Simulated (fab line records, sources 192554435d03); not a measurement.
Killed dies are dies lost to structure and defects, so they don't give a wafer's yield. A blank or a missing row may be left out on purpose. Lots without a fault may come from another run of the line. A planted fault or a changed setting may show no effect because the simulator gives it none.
fab line records | flow n5_finfet
record lots=6 wafers=18 last_day=18
route steps=1938 shown BEOL_M15@1796 PASSIVATION@1936
lots that met no fault: from a run of the same line without faults
start_h: hours from the record's first day to the start of the lot's first wafer shown | wait_h: hours since the lot's step before | " the same as in the row above | L1.1+2: a row that stands for several wafers | - no value, or no start given | * or withheld: withheld | < > ~ a bound
route shown NAME@n: a module of which the file shows steps, and the number in the route of the first | usual: mean/standard deviation of fault-free wafers | same: alike in all rows | chamber/n: place in a boat | sites: the reading at each site | _std_site: their standard deviation | _edge_site: outer sites' mean less inner sites' | radius_mm: how far each site lies from the wafer's centre | mask NAME#n: copy n | behind: the tool/chamber that last shaped the wafer | hold: why the lot was held/for how many hours/how that ended | device: the transistor (n, p or np) that didn't switch | end of line: the same wafers' tests at the end of the route | a step without rows: its recipe alone | killed: dies lost to structure and defects at the first sort, not the wafer's yield | map: a wafer's dies, x killed, . not, _ none there
set.NAME: the setting as run; set.NAME@STEP: as run at that earlier step | model.NAME: the simulator's own value behind a step, which no gauge read
lots at some steps of the route; a table a step, a row a wafer
services: from which hour (start_h, from the record's first day; less than 0 if before it) a tool's chamber was out of use, for how many hours, and why
## steps
# step N5_BEOL_M15_COAT_60
# recipe resist=BARC temp_c=205 time_s=60 spin_rpm=1500 resist_thk_nm=89
# step N5_BEOL_M15_COAT_22
# recipe spin_rpm=1704 resist_thk_nm=800
# step N5_BEOL_M15_EBR_24
# recipe solvent=PGMEA ebr_width_mm=1.5
# step N5_BEOL_M15_SOFTBAKE_23
# recipe temp_c=130 time_s=60
# step N5_BEOL_M15_EXPOSE_25
# recipe mask_id=M15 na=0.8 source_shape=annular sigma_inner=0.5 sigma_outer=0.8 polarization=unpolarized target_cd_nm=400 dose_mj=35.5
# step N5_BEOL_M15_PEB_26
# recipe peb_temp_c=130 peb_time_s=90
# step N5_BEOL_M15_DEVELOP_27
# recipe develop_time_s=45 rinse_liquid=diw dry=air_spin dev_temp_c=21
# step N5_BEOL_M15_HARDBAKE_32
# recipe temp_c=130 time_s=120
# step N5_BEOL_M15_CD_MEAS_28
# recipe target_cd_nm=407.6 landing_energy_ev=500 detector=se_inlens
# usual cd_nm=405.6/1.7
# columns lot.wafer tool chamber start_h wait_h cd_nm
L619.2 cd_sem-01 0 269.17 - 405.9
L619.3 " 0 " " 406.0
L619.5 " 0 " " 405.1
L620.1 cd_sem-02 0 272.29 - 404.7
L620.2 " 0 " " 402.4
L620.4 " 0 " " 404.1
L630.2 cd_sem-01 0 340.61 - 406.5
L630.3 " 0 " " 407.0
L630.6 " 0 " " 403.9
L632.1 cd_sem-03 0 344.09 - 407.4
L632.2 " 0 " " 405.4
L632.5 " 0 " " 406.3
L635.3 cd_sem-02 0 371.67 - 404.6
L635.5 " 0 " " 403.2
L635.6 " 0 " " 405.0
L639.2 cd_sem-02 0 401.32 - 404.8
L639.3 " 0 " " 405.0
L639.6 " 0 " " 406.4
# step N5_BEOL_M15_OVL_MEAS_29
# recipe points_per_wafer=44
# usual M15_OVL=1/6.1
# columns lot.wafer tool chamber start_h wait_h M15_OVL[nm]
L619.2 overlay-01 0 269.20 0.0 0
L619.3 " 0 " " 1
L619.5 " 0 " " 0
L620.1 overlay-01 0 272.32 0.0 0
L620.2 " 0 " " 8
L620.4 " 0 " " 3
L630.2 overlay-01 0 340.64 0.0 1
L630.3 " 0 " " 4
L630.6 " 0 " " 6
L632.1 overlay-01 0 344.12 0.0 -3
L632.2 " 0 " " -3
L632.5 " 0 " " 1
L635.3 overlay-02 0 371.69 0.0 0
L635.5 " 0 " " 2
L635.6 " 0 " " 4
L639.2 overlay-01 0 401.35 0.0 -4
L639.3 " 0 " " -8
L639.6 " 0 " " -10
# step N5_BEOL_M15_INSPECT_30
# recipe mode=adi inspect_instrument=macro
# usual raw_defect_count=2.1/1.5
# columns lot.wafer tool chamber start_h wait_h raw_defect_count
L619.2 defect_inspect-02 - 269.22 0.0 1
L619.3 " - " " 2
L619.5 " - " " 3
L620.1 defect_inspect-02 - 272.34 0.0 1
L620.2 " - " " 1
L620.4 " - " " 1
L630.2 defect_inspect-02 - 340.67 0.0 4
L630.3 " - " " 1
L630.6 " - " " 2
L632.1 defect_inspect-01 - 344.14 0.0 2
L632.2 " - " " 1
L632.5 " - " " 4
L635.3 defect_inspect-01 - 371.72 0.0 2
L635.5 " - " " 3
L635.6 " - " " 3
L639.2 defect_inspect-01 - 401.37 0.0 2
L639.3 " - " " 1
L639.6 " - " " 5
# step N5_BEOL_M15_DESCUM_33
# recipe chemistry=O2 time_s=7.9 source_power_w=50 bias_power_w=20 pressure_mtorr=20 rf_frequency_hz=2.712e+07 temp_c=40 o2_flow_sccm=225
# usual drypump_motor_current_A=5.7/0.48 oes_product_au=0.79/0.082 rf_vpp_V=242.6/1.3 showerhead_plenum_p_Torr=2.05/0.066 throttle_valve_pct=20.49/0.26
# columns lot.wafer tool chamber start_h wait_h drypump_motor_current_A oes_product_au rf_hours_counter_h rf_vpp_V showerhead_plenum_p_Torr throttle_valve_pct
L619.2 rie_diel-06 3 269.26 0.0 5.0 0.72 202 241.0 1.97 20.47
L619.3 " 1 " " 5.3 0.70 234 240.1 1.96 20.18
L619.5 " 0 " " 6.2 0.83 - 241.2 2.02 20.14
L620.1 rie_diel-03 3 272.38 0.0 5.0 0.69 231 240.1 1.97 20.48
L620.2 " 1 " " 5.6 0.94 2 242.6 2.04 20.54
L620.4 " 3 " " 5.0 0.69 - 242.8 1.97 20.46
L630.2 rie_diel-06 3 340.78 0.1 5.0 0.71 221 242.3 1.97 20.52
L630.3 " 0 " " 6.2 0.81 98 240.4 2.02 20.17
L630.6 " 0 " " 6.2 0.80 - 243.3 2.02 20.19
L632.1 rie_diel-06 3 344.21 0.1 5.0 0.71 223 242.1 1.97 20.51
L632.2 " 0 " " 6.2 0.81 100 242.2 2.02 20.17
L632.5 " 2 " " 5.8 0.71 - 242.5 2.08 20.89
L635.3 rie_diel-01 1 371.75 0.0 5.8 0.79 127 243.0 1.99 20.17
L635.5 " 0 " " 6.1 0.83 - 243.6 2.05 20.56
L635.6 " 1 " " 5.9 0.80 - 241.2 1.99 20.16
L639.2 rie_diel-03 1 401.40 0.0 5.7 0.86 39 241.6 2.03 20.60
L639.3 " 0 " " 6.0 0.82 92 244.0 2.14 20.72
L639.6 " 1 " " 5.7 0.86 - 241.9 2.03 20.59
# step N5_BEOL_M15_ETCH_61
# recipe chemistry=N2/H2 target=BARC target_depth_a=890 overetch_a=267 time_s=67.9 ion_energy_ev=200 pressure_mtorr=30 source_w=840 bias_w=150 n2_flow_sccm=200 h2_flow_sccm=200
# usual drypump_motor_current_A=5.8/0.48 oes_product_au=0.68/0.069 rf_vpp_V=522.4/2.2 showerhead_plenum_p_Torr=2.49/0.073 throttle_valve_pct=17.94/0.2
# columns lot.wafer tool chamber start_h wait_h drypump_motor_current_A oes_product_au rf_hours_counter_h rf_vpp_V showerhead_plenum_p_Torr throttle_valve_pct model.coat_of_BEOL_M15_COAT_22.thk_nm model.BEOL_M15.cd_nm
L619.2 rie_diel-06 3 269.29 0.0 5.0 0.62 202 520.2 2.41 18.02 716 397.4
L619.3 " 1 " " 5.3 0.60 234 521.0 2.41 17.99 719.2 397.6
L619.5 " 0 " " 6.2 0.71 - 522.0 2.47 17.69 718 398.4
L620.1 rie_diel-03 3 272.41 0.0 5.0 0.60 231 519.8 2.40 18.03 717.8 397.4
L620.2 " 1 " " 5.7 0.82 2 523.0 2.50 18.06 715.2 395.6
L620.4 " 3 " " 5.0 0.60 - 519.4 2.40 18.02 716.2 397.4
L630.2 rie_diel-06 3 340.81 0.0 5.0 0.61 221 520.1 2.41 18.06 715.8 398.4
L630.3 " 0 " " 6.2 0.70 98 521.1 2.46 17.71 717.8 401
L630.6 " 0 " " 6.2 0.69 - 521.0 2.46 17.70 731.2 395.6
L632.1 rie_diel-06 3 344.25 0.0 5.0 0.61 223 520.3 2.40 18.07 717.4 399.2
L632.2 " 0 " " 6.2 0.69 100 522.7 2.46 17.70 716.4 399.2
L632.5 " 2 " " 5.8 0.60 - 522.9 2.50 18.08 728.2 395.2
L635.3 rie_diel-01 1 371.79 0.0 5.8 0.68 127 520.5 2.43 17.65 715.2 396.8
L635.5 " 0 " " 6.1 0.70 - 521.7 2.46 17.75 711.8 394.6
L635.6 " 1 " " 5.8 0.68 - 520.3 2.43 17.64 713.6 397
L639.2 rie_diel-03 1 401.44 0.0 5.7 0.74 39 521.3 2.49 18.14 720.4 397.4
L639.3 " 0 " " 6.0 0.69 92 524.0 2.57 18.06 722.2 398
L639.6 " 1 " " 5.7 0.74 - 521.2 2.49 18.12 723.2 399.2
# step N5_BEOL_M15_TRENCH_ETCH_34
# recipe chemistry=C4F8/O2/Ar target=SiO2 target_depth_a=8729.3 he_inner_torr=15 he_outer_torr=30 time_s=199 ion_energy_ev=800 pressure_mtorr=20 source_w=1905 bias_w=2040 Ar_flow_sccm=400 C4F8_flow_sccm=16 O2_flow_sccm=12
# usual drypump_motor_current_A=5.8/0.48 oes_product_au=0.79/0.082 rf_vpp_V=2209/37 showerhead_plenum_p_Torr=3.37/0.086 throttle_valve_pct=30.93/0.2
# columns lot.wafer tool chamber start_h wait_h drypump_motor_current_A oes_product_au rf_hours_counter_h rf_vpp_V showerhead_plenum_p_Torr throttle_valve_pct model.coat_of_BEOL_M15_COAT_22.thk_nm
L619.2 rie_diel-06 3 269.35 0.0 5.0 0.72 202 2238 3.27 30.94 544.8
L619.3 " 1 " " 5.3 0.68 234 2207 3.29 30.93 550.6
L619.5 " 0 " " 6.2 0.82 - 2167 3.36 30.69 548.4
L620.1 rie_diel-03 3 272.46 0.0 5.0 0.69 231 2245 3.26 30.91 549.2
L620.2 " 1 " " 5.7 0.95 2 2248 3.36 31.08 544.2
L620.4 " 3 " " 5.0 0.70 - 2245 3.26 30.89 548.2
L630.2 rie_diel-06 3 340.87 0.0 5.0 0.71 221 2236 3.26 30.91 543.6
L630.3 " 0 " " 6.2 0.80 98 2164 3.35 30.71 549.4
L630.6 " 0 " " 6.2 0.81 - 2166 3.35 30.70 563.2
L632.1 rie_diel-06 3 344.30 0.0 5.0 0.71 223 2234 3.26 30.93 544.6
L632.2 " 0 " " 6.2 0.80 100 2165 3.34 30.72 546.4
L632.5 " 2 " " 5.8 0.72 - 2184 3.39 31.20 546.8
L635.3 rie_diel-01 1 371.84 0.0 5.9 0.79 128 2181 3.32 30.77 541
L635.5 " 0 " " 6.1 0.83 - 2157 3.33 30.79 532.6
L635.6 " 1 " " 5.9 0.80 - 2180 3.32 30.79 538.8
L639.2 rie_diel-03 1 401.49 0.0 5.7 0.86 39 2244 3.34 31.12 550.6
L639.3 " 0 " " 6.0 0.82 92 2250 3.43 30.81 544.2
L639.6 " 1 " " 5.7 0.86 - 2246 3.34 31.10 553
# step N5_PASSIVATION_PROBE_49
# usual defect_limited_yield=91.0/1.5 killed_at_M0_to_M3=34/9.1 killed_at_M4_up=14/5.7 killed_at_contacts=13/5.7 killed_at_front_end=42/12 killed_at_other=4/3.4 killed_dies=106/17 killed_open=70/13 killed_short=34/7.5 sort_bin_5_function=5.2/0.94 sort_bin_6_memory=3.4/0.69 sort_n_pass=1074/17 sort_yield_pct=91.0/1.5
# same gross_dies=1180 killed_at_back_side=0 sort_bin_4_leakage[%]=0 sort_bin_8_speed[%]=0
# columns lot.wafer tool chamber start_h wait_h defect_limited_yield[%] killed_at_M0_to_M3 killed_at_M4_up killed_at_contacts killed_at_front_end killed_at_other killed_dies killed_open killed_short sort_bin_5_function[%] sort_bin_6_memory[%] sort_n_pass sort_yield_pct[%]
L620.1 prober-02 - 294.96 0.0 90.6 39 12 8 50 2 111 60 51 5.3 3.6 1069 90.6
L620.2 prober-02 - 295.01 0.1 91.2 41 11 5 45 2 104 67 37 4.9 3.5 1076 91.2
L620.4 prober-02 - 295.11 0.2 89.6 38 19 16 45 5 123 75 48 6.9 3.3 1057 89.6
L632.1 prober-01 - 358.49 0.0 90.1 39 8 15 48 7 117 78 38 6.4 3.1 1063 90.1
L632.2 prober-01 - 358.54 0.1 90.3 39 21 6 43 6 115 69 45 6.7 2.8 1065 90.3
L632.5 prober-01 - 358.69 0.2 90.2 33 23 20 35 5 116 77 39 6.2 3.5 1064 90.2
L630.2 prober-02 - 359.52 0.1 91.5 33 14 17 30 6 100 70 30 5.0 3.3 1080 91.5
L630.3 prober-02 - 359.57 0.1 93.2 19 14 4 37 6 80 47 30 3.7 2.7 1100 93.2
L630.6 prober-02 - 359.72 0.3 95.2 13 10 6 27 1 57 36 14 1.9 2.3 1123 95.2
L635.3 prober-01 - 391.80 0.1 86.5 44 31 5 73 6 159 105 49 7.3 5.5 1021 86.5
L635.5 prober-01 - 391.90 0.2 92.7 19 14 9 37 7 86 61 24 3.9 3.1 1094 92.7
L635.6 prober-01 - 391.95 0.3 89.7 17 18 4 78 4 121 78 36 5.3 4.2 1059 89.7
# killed by level:class
L620.1 BEOL_M0_SAQP:geometric_particle:short=13 FIN_SAQP:geometric_particle:short=11 BEOL_M0_SAQP:geometric_particle:open=10 BEOL_M4:geometric_particle:open=9 GATE_CUT:geometric_particle:short=8 FIN_SAQP:geometric_particle:open=6 GATE_CUT:geometric_particle:open=6 MOL_CONTACT_COAG:geometric_particle:open=6
L620.2 FIN_SAQP:geometric_particle:open=9 BEOL_M0_SAQP:geometric_particle:open=9 BEOL_M1:geometric_particle:open=9 FIN_SAQP:geometric_particle:short=8 BEOL_M3:geometric_particle:open=7 BEOL_M0_SAQP:geometric_particle:short=7 MOL_CONTACT_COAG:geometric_particle:open=5 BEOL_M4:geometric_particle:open=5
L620.4 BEOL_M0_SAQP:geometric_particle:open=13 MOL_CONTACT_COAG:geometric_particle:open=13 BEOL_M0_SAQP:geometric_particle:short=11 FIN_SAQP:geometric_particle:short=9 BEOL_M5:geometric_particle:open=8 FIN_SAQP:geometric_particle:open=7 GATE_CUT:geometric_particle:open=7 SPACER0:geometric_particle:open=5
L632.1 STI_FIN_REVEAL:geometric_particle:open=24 MOL_CONTACT_COAG:geometric_particle:open=13 BEOL_M3:geometric_particle:open=9 FIN_SAQP:geometric_particle:short=7 BEOL_M1:geometric_particle:open=7 BEOL_M3:geometric_particle:short=7 BEOL_M0_SAQP:geometric_particle:open=5 BEOL_M0_SAQP:geometric_particle:short=5
L632.2 FIN_SAQP:geometric_particle:short=13 BEOL_M3:geometric_particle:open=10 BEOL_M3:geometric_particle:short=9 BEOL_M4:geometric_particle:open=9 STI_FIN_REVEAL:geometric_particle:open=8 BEOL_M7:geometric_particle:open=7 MOL_CONTACT_COAG:geometric_particle:open=6 BEOL_M0_SAQP:geometric_particle:short=6
L632.5 MOL_CONTACT_COAG:geometric_particle:open=16 FIN_SAQP:geometric_particle:open=9 FIN_SAQP:geometric_particle:short=9 BEOL_M3:geometric_particle:open=9 BEOL_M1:geometric_particle:open=8 BEOL_M4:geometric_particle:open=7 BEOL_M7:geometric_particle:open=6 BEOL_M0_SAQP:geometric_particle:open=5
L630.2 MOL_CONTACT_COAG:geometric_particle:open=13 BEOL_M5:geometric_particle:open=7 BEOL_M0_SAQP:geometric_particle:short=7 BEOL_M1:geometric_particle:open=7 BEOL_M0_SAQP:geometric_particle:open=6 STARTING-WAFER:geometric_particle:open=6 FIN_SAQP:geometric_particle:short=5 STI_FIN_REVEAL:geometric_particle:open=5
L630.3 BEOL_M4:geometric_particle:open=7 FIN_SAQP:geometric_particle:short=6 BEOL_M1:geometric_particle:open=5 BEOL_M0_SAQP:geometric_particle:open=5 STI_FIN_REVEAL:geometric_particle:open=4 DUMMY_GATE:geometric_particle:open=4 ILD0:geometric_particle:short=4 MOL_CONTACT_COAG:geometric_particle:open=4
L630.6 MOL_CONTACT_COAG:geometric_particle:open=6 STI_FIN_REVEAL:geometric_particle:open=5 DUMMY_GATE:geometric_particle:open=5 FIN_SAQP:geometric_particle:open=4 BEOL_M2:geometric_particle:open=4 HKMG_FIN:area_etch=4 BEOL_M0_SAQP:geometric_particle:short=3 BEOL_M5:geometric_particle:open=3
L635.3 FIN_SAQP:geometric_particle:open=19 BEOL_M4:geometric_particle:open=16 FIN_SAQP:geometric_particle:short=14 DUMMY_GATE:geometric_particle:open=11 BEOL_M0_SAQP:geometric_particle:open=11 BEOL_M0:geometric_particle:open=9 BEOL_M0:geometric_particle:short=8 BEOL_M5:geometric_particle:open=7
L635.5 STI_FIN_REVEAL:geometric_particle:open=9 BEOL_M4:geometric_particle:open=9 FIN_SAQP:geometric_particle:open=8 MOL_CONTACT_COAG:geometric_particle:open=7 DUMMY_GATE:geometric_particle:open=6 DUMMY_GATE:geometric_particle:short=3 BEOL_M1:geometric_particle:open=3 BEOL_M2:geometric_particle:open=3
L635.6 FIN_SAQP:geometric_particle:open=24 FIN_SAQP:geometric_particle:short=12 DUMMY_GATE:geometric_particle:open=12 STI_FIN_REVEAL:geometric_particle:open=9 BEOL_M0_SAQP:geometric_particle:short=7 BEOL_M4:geometric_particle:open=6 BEOL_M5:geometric_particle:open=6 HKMG_FIN:area_etch=5
## services
# columns tool chamber start_h hours kind
rie_diel-03 - 252.59 14.6 pm
rie_diel-03 2 270.09 9.5 repair
rie_diel-06 - 278.78 15.6 pm
rie_diel-03 3 335.42 - clean
rie_diel-03 3 335.42 - consumable_replace:focus_ring
rie_diel-03 3 335.42 - consumable_replace:showerhead
rie_diel-03 3 335.42 25.7 scheduled_down
rie_diel-03 3 335.42 25.7 vent_cycle
rie_diel-06 1 335.87 - clean
rie_diel-06 1 335.87 - consumable_replace:focus_ring
rie_diel-06 1 335.87 - consumable_replace:showerhead
rie_diel-06 1 335.87 25.9 scheduled_down
rie_diel-06 1 335.87 25.9 vent_cycle
rie_diel-06 2 373.65 8.9 repair
rie_diel-06 0 387.97 4.6 repair
rie_diel-03 2 396.07 - clean
rie_diel-03 2 396.07 - consumable_replace:focus_ring
## key
first_sign none at tools or gauges
model_effect step=N5_BEOL_M15_ETCH_61 value=coat_of_BEOL_M15_COAT_22.thk_nm without=716.1 struck=729.7
model_effect step=N5_BEOL_M15_TRENCH_ETCH_34 value=coat_of_BEOL_M15_COAT_22.thk_nm without=541.5 struck=555
met_at N5_BEOL_M15_ETCH_61
struck_wafers L630.6,L632.5
onset_between 269.29 340.81
fault kind=process_parameter_drift tool=rie_diel-06 chamber=- onset_h=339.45 steps=N5_BEOL_M15_ETCH_61 channel=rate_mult offset=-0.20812 shape=step end_h=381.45 scope=struck_wafers_only
